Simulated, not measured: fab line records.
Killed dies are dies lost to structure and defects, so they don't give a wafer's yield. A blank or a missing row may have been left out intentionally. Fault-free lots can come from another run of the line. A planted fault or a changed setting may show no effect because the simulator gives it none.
Split-lot study | flow n5_finfet | route with 1938 steps; 7 lots, 21 wafers read

== THE SPLIT ==
At N5_PASSIVATION_PECVD_00 (deposits SiO2 from SiH4/N2O, target thk 200 nm, time 11.2 s), the setting time_s was moved away from the recipe's 11.2 s on 7 of the 21 wafers read, by -14.5% to +5.8%. This setting was run at the recipe's value on the other wafers.

The split's own step is where the reading is taken.

== THE READING ==
SiO2_of_PASSIVATION_PECVD_00.thk_nm (the simulator's own value, which no gauge read), in nm, at N5_PASSIVATION_PECVD_00 (deposits SiO2 from SiH4/N2O, target thk 200 nm, time 11.2 s). There is no usual value for it anywhere in the file. Average 201.0 nm, standard deviation 2.2 nm, over the 14 wafers here run with the recipe.

wafer  | tool, chamber at the split | time_s as run, s | against the recipe | SiO2_of_PASSIVATION_PECVD_00.thk_nm, nm | against lot-mates on the recipe
L075.1 | pecvd-03, 2                | 11.2             | recipe             | 200.6                                   | -
L075.3 | pecvd-03, 1                | 11.2             | recipe             | 197.6                                   | -
L075.6 | pecvd-03, 2                | 11.2             | recipe             | 204                                     | -
L079.2 | pecvd-01, 2                | 9.571            | -14.5%             | 169.2                                   | -31.4
L079.3 | pecvd-01, 2                | 9.571            | -14.5%             | 169                                     | -31.6
L079.5 | pecvd-01, 0                | 11.2             | recipe             | 200.6                                   | -
L083.2 | pecvd-01, 1                | 11.2             | recipe             | 198.8                                   | -
L083.3 | pecvd-01, 0                | 11.2             | recipe             | 202.4                                   | -
L083.4 | pecvd-01, 1                | 10.53            | -6.0%              | 190.8                                   | -9.8
L082.1 | pecvd-01, 0                | 11.2             | recipe             | 199.6                                   | -
L082.2 | pecvd-01, 1                | 11.85            | +5.8%              | 212.6                                   | +13.0
L082.5 | pecvd-01, 0                | 11.85            | +5.8%              | 211.6                                   | +12.0
L086.2 | pecvd-02, 0                | 11.2             | recipe             | 199.2                                   | -
L086.5 | pecvd-02, 0                | 11.2             | recipe             | 200.6                                   | -
L086.6 | pecvd-02, 1                | 9.923            | -11.4%             | 180                                     | -19.9
L092.2 | pecvd-03, 2                | 10.74            | -4.1%              | 193.8                                   | -9.7
L092.5 | pecvd-03, 0                | 11.2             | recipe             | 203.8                                   | -
L092.6 | pecvd-03, 2                | 11.2             | recipe             | 203.2                                   | -
L097.2 | pecvd-02, 2                | 11.2             | recipe             | 198.2                                   | -
L097.4 | pecvd-02, 0                | 11.2             | recipe             | 205                                     | -
L097.5 | pecvd-02, 2                | 11.2             | recipe             | 200.8                                   | -

THE FIT
A straight line over all 21 wafers: SiO2_of_PASSIVATION_PECVD_00.thk_nm changes by +2.06 nm for each +1% of time_s; r = +0.98; the points scatter about the line by 2.2 nm.
The same after taking each lot's own level away (the mean of its wafers on the recipe; 21 wafers): +2.07 nm for each +1%; r = +0.99; scatter 2 nm.
According to that fit, moving time_s by its largest amount changes the reading by 30 nm.
The lots' own levels span 199.60 to 203.50 nm, that is 1.7 times the standard deviation above.
Hence the lot-to-lot level has little effect on the slope; both slopes agree.
Check: -29.3 nm against its lot-mates is what the line predicts for one of the wafers moved furthest among these (-14.5%) when that wafer is left out of the fit. It came out at -31.4 nm against them.

== FURTHER SPLITS ON THESE WAFERS ==
Before the reading, these wafers also passed through other splits. Each is held against what the fit with the lots' levels taken away leaves over:
other split on the same wafers | wafers away from the commonest value | r with SiO2_of_PASSIVATION_PECVD_00.thk_nm (lot level and that fit taken away)
N5_BEOL_M13_ETCH_59 time_s     | 5                                    | +0.27
N5_BEOL_M13_COAT_65 spin_rpm   | 8                                    | -0.09
N5_BEOL_M14_EXPOSE_25 dose_mj  | 9                                    | +0.09

== THE FILE'S OWN FIT ==
SiO2_of_PASSIVATION_PECVD_00.thk_nm changes by +2 nm for each +1% of time_s, r = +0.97.
